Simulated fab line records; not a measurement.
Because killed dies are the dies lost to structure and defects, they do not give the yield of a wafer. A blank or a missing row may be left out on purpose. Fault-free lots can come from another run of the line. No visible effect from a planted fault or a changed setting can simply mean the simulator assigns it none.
Which of the tools did it?	flow nand harc	24 lots with 72 wafers sampled at 6 steps, on a route of 1159 steps

## WHAT THE GAUGES READ, wafer by wafer
The record lacks any reading of a measuring or inspecting step that a usual standard deviation could be used to judge.

## WHICH TOOL RAN EACH LOT (tool, then ch and the chambers of the sampled wafers, then the start)
lot	NHARC_A_CONTACT_DEP_29	NHARC_A_CONTACT_ETCH_49	NHARC_A_CONTACT_ETCH_111	NHARC_A_CONTACT_ETCH_123	NHARC_A_CONTACT_ETCH_96	NHARC_A_CONTACT_ETCH_102
L074	pecvd-01 ch 0,1,2, day 16 07:44	rie diel-03 ch 1,2, day 16 10:10 or earlier	har cap etch-01 ch 0,1, day 16 10:10	har cap etch-01 ch 0,1, day 16 11:23	rie diel-03 ch 0,1,3, day 16 12:32 or earlier	rie diel-03 ch 1,2,3, day 16 12:32
L075	pecvd-04 ch 0,1,2, day 16 12:25	rie diel-12 ch 0,1,2, day 16 14:38 or earlier	har cap etch-02 ch 0,1, day 16 14:38	har cap etch-02 ch 0,1, day 16 15:53	rie diel-08 ch 0,1,2, day 16 16:53 or earlier	rie diel-08 ch 1,3, day 16 16:53
L076	pecvd-04 ch 0,1,2, day 17 05:46	rie diel-03 ch 0,2, day 17 07:56 or earlier	har cap etch-01 ch 0, day 17 07:56	har cap etch-01 ch 0, day 17 09:08	rie diel-12 ch 1,2,3, day 17 10:15 or earlier	rie diel-12 ch 0,1, day 17 10:15
L078	pecvd-02 ch 0,1, day 17 10:23	rie diel-12 ch 0,1,3, day 17 12:31 or earlier	har cap etch-03 ch 0,1, day 17 12:31	har cap etch-03 ch 0,1, day 17 13:45	rie diel-08 ch 0,2, day 17 14:55 or earlier	rie diel-12 ch 0,3, day 17 14:55
L077	pecvd-01 ch 0,2, day 17 14:53	rie diel-12 ch 0,1,3, day 17 17:02 or earlier	har cap etch-01 ch 0,1, day 17 17:02	har cap etch-01 ch 0,1, day 17 18:14	rie diel-03 ch 0,1,3, day 17 19:35 or earlier	rie diel-08 ch 0,1,3, day 17 19:35
L080	pecvd-04 ch 0,1, day 17 22:28	rie diel-03 ch 0,1, day 18 00:42 or earlier	har cap etch-03 ch 0,1, day 18 00:42	har cap etch-03 ch 0,1, day 18 01:56	rie diel-12 ch 0,2,3, day 18 02:57 or earlier	rie diel-12 ch 1,2,3, day 18 02:57
L081	pecvd-04 ch 1,2, day 18 00:38	rie diel-08 ch 0,1, day 18 02:57 or earlier	har cap etch-01 ch 0, day 18 02:57	har cap etch-01 ch 0, day 18 04:10	rie diel-03 ch 0,3, day 18 05:16 or earlier	rie diel-03 ch 1,3, day 18 05:16
L079	pecvd-01 ch 1,2, day 18 04:44	rie diel-03 ch 0,1,2, day 18 06:57 or earlier	har cap etch-03 ch 0,1, day 18 06:57	har cap etch-03 ch 0,1, day 18 08:10	rie diel-08 ch 0,1,3, day 18 09:17 or earlier	rie diel-03 ch 0,1,2, day 18 09:17
L083	pecvd-02 ch 0,1,2, day 18 14:43	rie diel-03 ch 0,1,2, day 18 17:32 or earlier	har cap etch-02 ch 0,1, day 18 17:32	har cap etch-02 ch 0,1, day 18 18:46	rie diel-03 ch 0,1, day 18 19:49 or earlier	rie diel-03 ch 1,2,3, day 18 19:49
L082	pecvd-02 ch 0,2, day 18 15:02	rie diel-03 ch 1,2, day 18 17:58 or earlier	har cap etch-03 ch 0,1, day 18 17:58	har cap etch-03 ch 0,1, day 18 19:13	rie diel-08 ch 0,2,3, day 18 20:18 or earlier	rie diel-12 ch 1,2,3, day 18 20:18
L084	pecvd-02 ch 1,2, day 18 19:26	rie diel-03 ch 0,2,3, day 18 21:30 or earlier	har cap etch-02 ch 0,1, day 18 21:30	har cap etch-02 ch 0,1, day 18 22:43	rie diel-12 ch 1,2, day 18 23:50 or earlier	rie diel-12 ch 0,3, day 18 23:50
L085	pecvd-01 ch 0,2, day 19 04:51	rie diel-03 ch 0,1,2, day 19 06:57 or earlier	har cap etch-01 ch 0,1, day 19 06:57	har cap etch-01 ch 0,1, day 19 08:11	rie diel-08 ch 2,3, day 19 09:13 or earlier	rie diel-08 ch 1,3, day 19 09:13
L086	pecvd-02 ch 1,2, day 19 10:08	rie diel-12 ch 0,3, day 19 12:50 or earlier	har cap etch-01 ch 0,1, day 19 12:50	har cap etch-01 ch 0,1, day 19 14:04	rie diel-03 ch 1,3, day 19 15:07 or earlier	rie diel-03 ch 1,2,3, day 19 15:07
L087	pecvd-01 ch 0,1, day 19 14:51	rie diel-03 ch 1,2,3, day 19 17:04 or earlier	har cap etch-02 ch 0,1, day 19 17:04	har cap etch-02 ch 0,1, day 19 18:16	rie diel-08 ch 2,3, day 19 19:26 or earlier	rie diel-03 ch 0,3, day 19 19:26
L088	pecvd-02 ch 0,2, day 19 14:51	rie diel-08 ch 2,3, day 19 17:32 or earlier	har cap etch-01 ch 0,1, day 19 17:32	har cap etch-01 ch 0,1, day 19 18:44	rie diel-03 ch 1,2, day 19 19:53 or earlier	rie diel-03 ch 0,1,3, day 19 19:53
L090	pecvd-01 ch 0,1,2, day 19 22:16	rie diel-03 ch 0,2,3, day 20 00:37 or earlier	har cap etch-01 ch 0,1, day 20 00:37	har cap etch-01 ch 0,1, day 20 01:49	rie diel-08 ch 0,1, day 20 03:02 or earlier	rie diel-08 ch 0,2,3, day 20 03:02
L089	pecvd-04 ch 1,2, day 19 22:18	rie diel-03 ch 0,1,2, day 20 01:05 or earlier	har cap etch-02 ch 0,1, day 20 01:05	har cap etch-02 ch 0,1, day 20 02:17	rie diel-12 ch 0,1,2, day 20 03:30 or earlier	rie diel-12 ch 0,2,3, day 20 03:30
L091	pecvd-02 ch 0,1, day 20 23:32	rie diel-03 ch 0,1,3, day 21 01:58 or earlier	har cap etch-03 ch 0,1, day 21 01:58	har cap etch-03 ch 0,1, day 21 03:10	rie diel-03 ch 1,2,3, day 21 04:16 or earlier	rie diel-03 ch 1,2,3, day 21 04:16
L092	pecvd-02 ch 0,1,2, day 20 23:43	rie diel-12 ch 2,3, day 21 02:03 or earlier	har cap etch-01 ch 1, day 21 02:03	har cap etch-01 ch 1, day 21 03:16	rie diel-12 ch 1,2,3, day 21 04:21 or earlier	rie diel-12 ch 0,1,3, day 21 04:21
L094	pecvd-02 ch 0,2, day 21 05:39	rie diel-12 ch 0,1,2, day 21 08:17 or earlier	har cap etch-02 ch 0,1, day 21 08:17	har cap etch-02 ch 0,1, day 21 09:55	rie diel-03 ch 1,2, day 21 11:31 or earlier	rie diel-12 ch 0,1,3, day 21 11:31
L093	pecvd-04 ch 0,1,2, day 21 07:41	rie diel-08 ch 0,2, day 21 09:42 or earlier	har cap etch-03 ch 0,1, day 21 09:42	har cap etch-03 ch 0,1, day 21 10:54	rie diel-03 ch 2,3, day 21 12:04 or earlier	rie diel-12 ch 0,2,3, day 21 12:04
L096	pecvd-04 ch 1,2, day 21 11:35	rie diel-08 ch 0,2,3, day 21 13:48 or earlier	har cap etch-03 ch 0,1, day 21 13:48	har cap etch-03 ch 0,1, day 21 15:01	rie diel-03 ch 0,1,2, day 21 16:05 or earlier	rie diel-03 ch 0,1,2, day 21 16:05
L095	pecvd-01 ch 0,1, day 21 15:40	rie diel-03 ch 1,2, day 21 18:11 or earlier	har cap etch-02 ch 1, day 21 18:11	har cap etch-02 ch 1, day 21 20:22	rie diel-08 ch 0,2,3, day 21 21:40 or earlier	rie diel-08 ch 1,3, day 21 21:40
L097	pecvd-04 ch 1,2, day 21 21:35	rie diel-08 ch 0,1,3, day 21 23:44 or earlier	har cap etch-02 ch 0,1, day 21 23:44	har cap etch-02 ch 0,1, day 22 01:52	rie diel-03 ch 0,1, day 22 03:07	rie diel-08 ch 0,2,3, day 22 03:32
- NHARC_A_CONTACT_DEP_29: deposits SiON, target thk 70 nm.
- NHARC_A_CONTACT_ETCH_49: etches the open film in N2/H2, target depth 260 nm, time 475.3 s.
- NHARC_A_CONTACT_ETCH_111: etches the open film in C4F8/O2/Ar, time 140 s, target depth 700 nm.
- NHARC_A_CONTACT_ETCH_123: etches the open film in C4F8/O2/Ar, time 253 s, target depth 1090 nm.
- NHARC_A_CONTACT_ETCH_96: etches the open film in C4F6/O2, target depth 20 nm, time 10 s.
- NHARC_A_CONTACT_ETCH_102: etches the open film in CF4/O2, target depth 70 nm, overetch 7 nm, time 38.5 s.

## WHAT THE TOOLS THEMSELVES READ (means of the sampled wafers that have a number; where no wafer has one, the mark that the record gives instead)
NHARC_A_CONTACT_DEP_29.
lot	tool	chamber pressure Torr (Torr)	heater power outer w (W)	heater power w (W)
L074	pecvd-01	3.491	420	715
L075	pecvd-04	3.510	391	674
L076	pecvd-04	3.499	395	667
L078	pecvd-02	3.492	485	779
L077	pecvd-01	3.499	458	794
L080	pecvd-04	3.503	383	655
L081	pecvd-04	3.496	420	706
L079	pecvd-01	3.496	447	763
L083	pecvd-02	3.499	460	751
L082	pecvd-02	3.505	449	754
L084	pecvd-02	3.501	453	747
L085	pecvd-01	3.498	454	796
L086	pecvd-02	3.499	500	816
L087	pecvd-01	3.503	447	769
L088	pecvd-02	3.495	469	771
L090	pecvd-01	3.497	443	763
L089	pecvd-04	3.501	416	705
L091	pecvd-02	3.501	454	748
L092	pecvd-02	3.502	466	763
L094	pecvd-02	3.500	467	757
L093	pecvd-04	3.502	374	665
L096	pecvd-04	3.508	413	701
L095	pecvd-01	3.501	465	765
L097	pecvd-04	3.498	437	737

NHARC_A_CONTACT_ETCH_49.
lot	tool	drypump motor current A (A)	oes product au (a.u.)	rf vpp V (V)	showerhead plenum p Torr (Torr)	throttle valve pct (%)
L074	rie diel-03	5.9	0.992	430.9	2.06	14.170
L075	rie diel-12	5.8	1.004	429.8	2.02	14.182
L076	rie diel-03	6.1	1.005	428.5	1.98	14.174
L078	rie diel-12	5.9	1.013	431.7	2.05	14.171
L077	rie diel-12	5.9	1.008	430.6	2.05	14.167
L080	rie diel-03	5.8	1.003	431.7	2.10	14.173
L081	rie diel-08	5.8	0.997	431.5	2.05	14.166
L079	rie diel-03	6.0	0.995	430.2	2.02	14.161
L083	rie diel-03	6.0	1.009	429.7	2.02	14.169
L082	rie diel-03	5.9	1.005	431.4	2.05	14.161
L084	rie diel-03	6.2	1.000	428.2	1.98	14.177
L085	rie diel-03	6.0	1.003	429.8	2.02	14.179
L086	rie diel-12	5.8	1.018	431.7	2.06	14.166
L087	rie diel-03	6.1	0.999	428.5	2.01	14.182
L088	rie diel-08	5.4	1.010	426.4	1.89	14.169
L090	rie diel-03	6.3	0.998	428.8	1.98	14.169
L089	rie diel-03	6.0	0.999	429.9	2.01	14.168
L091	rie diel-03	6.1	0.995	430.1	2.05	14.157
L092	rie diel-12	5.4	1.008	429.0	1.95	14.174
L094	rie diel-12	5.7	1.006	431.0	2.01	14.174
L093	rie diel-08	5.9	1.002	433.0	2.13	14.171
L096	rie diel-08	5.5	1.000	430.9	2.07	14.172
L095	rie diel-03	5.9	1.004	430.8	2.05	14.173
L097	rie diel-08	5.6	1.008	429.2	2.00	14.162

NHARC_A_CONTACT_ETCH_96.
lot	tool	drypump motor current A (A)	oes product au (a.u.)	rf vpp V (V)	showerhead plenum p Torr (Torr)	throttle valve pct (%)
L074	rie diel-03	6.1	0.951	548	3.95	26.908
L075	rie diel-08	5.8	0.949	544	3.87	26.901
L076	rie diel-12	5.6	1.003	545	3.83	26.910
L078	rie diel-08	5.9	1.009	546	3.91	26.907
L077	rie diel-03	6.1	1.001	548	3.95	26.900
L080	rie diel-12	5.7	1.006	547	3.91	26.908
L081	rie diel-03	6.2	0.997	546	3.89	26.910
L079	rie diel-08	5.6	1.006	545	3.87	26.908
L083	rie diel-03	5.8	0.930	550	4.02	26.905
L082	rie diel-08	5.5	0.970	544	3.80	26.902
L084	rie diel-12	5.7	1.008	544	3.81	26.902
L085	rie diel-08	5.4	0.952	542	3.67	26.899
L086	rie diel-03	6.0	0.991	549	4.01	26.903
L087	rie diel-08	5.4	0.943	542	3.66	26.906
L088	rie diel-03	5.9	0.981	548	3.95	26.913
L090	rie diel-08	5.9	0.957	547	3.93	26.912
L089	rie diel-12	5.8	0.948	546	3.88	26.899
L091	rie diel-03	6.2	0.974	545	3.88	26.909
L092	rie diel-12	5.7	0.950	545	3.81	26.902
L094	rie diel-03	5.9	1.004	548	3.95	26.912
L093	rie diel-03	6.3	1.002	544	3.74	26.917
L096	rie diel-03	6.0	1.007	546	3.88	26.906
L095	rie diel-08	5.5	0.991	548	3.97	26.897
L097	rie diel-03	5.9	0.997	547	3.95	26.912

NHARC_A_CONTACT_ETCH_102.
lot	tool	cf4 flow sccm (sccm)	drypump motor current A (A)	oes product au (a.u.)	rf vpp V (V)	showerhead plenum p Torr (Torr)	throttle valve pct (%)
L074	rie diel-03	79.99	6.1	1.001	198.1	1.32	13.400
L075	rie diel-08	79.82	5.1	0.999	195.8	1.28	13.394
L076	rie diel-12	79.97	6.0	1.011	197.3	1.34	13.397
L078	rie diel-12	79.90	5.8	1.014	198.4	1.35	13.400
L077	rie diel-08	80.25	5.5	0.997	197.4	1.32	13.394
L080	rie diel-12	79.93	5.6	1.007	195.8	1.30	13.402
L081	rie diel-03	80.19	6.2	0.995	197.0	1.34	13.402
L079	rie diel-03	80.10	6.0	1.001	197.4	1.32	13.396
L083	rie diel-03	79.79	6.1	1.004	196.9	1.32	13.392
L082	rie diel-12	80.09	5.6	1.009	197.7	1.30	13.402
L084	rie diel-12	80.24	5.8	1.017	198.0	1.34	13.401
L085	rie diel-08	79.84	5.5	0.999	197.1	1.30	13.393
L086	rie diel-03	80.06	6.1	0.995	196.5	1.32	13.393
L087	rie diel-03	79.87	6.2	0.998	198.4	1.32	13.394
L088	rie diel-03	80.03	6.1	0.995	197.8	1.34	13.395
L090	rie diel-08	80.20	5.5	1.002	196.8	1.29	13.400
L089	rie diel-12	80.29	5.7	1.008	197.5	1.32	13.396
L091	rie diel-03	80.17	6.1	1.003	197.1	1.31	13.397
L092	rie diel-12	80.18	5.9	1.014	197.1	1.34	13.393
L094	rie diel-12	79.94	5.9	1.008	197.3	1.34	13.400
L093	rie diel-12	79.94	5.7	1.001	197.6	1.32	13.387
L096	rie diel-03	79.97	6.0	0.996	197.9	1.32	13.407
L095	rie diel-08	80.26	5.5	1.011	196.9	1.30	13.401
L097	rie diel-08	80.10	5.5	1.008	198.2	1.35	13.398

## THE ANSWER, worked out from the rows above alone
Rule: what is usual is taken from the lots themselves. Put in order of their means at a reading, lots are off if they are a third of the lots or fewer, leave a main group of 4 or more, and stand apart from it by a gap of 3 or more times the standard deviation of the main group's means; of several such gaps the widest counts. A main group is skipped when, at the precision printed for the reading in the tables above, its means are all equal. A lot without any number at a reading at which 4 lots or more have one is off too. The other lots that the step has rows for count as sound. Order of review: gauges by route order, followed by the tools' own readings, for which a lot's mean as printed above is used. At the first step where some lot is off, the reading lying furthest off is the one used; lots without a number count as furthest.
Across all readings shown, no lot is off: no conclusion can be drawn from this.

## WHAT HAD BEEN PUT IN BY THE SIMULATOR
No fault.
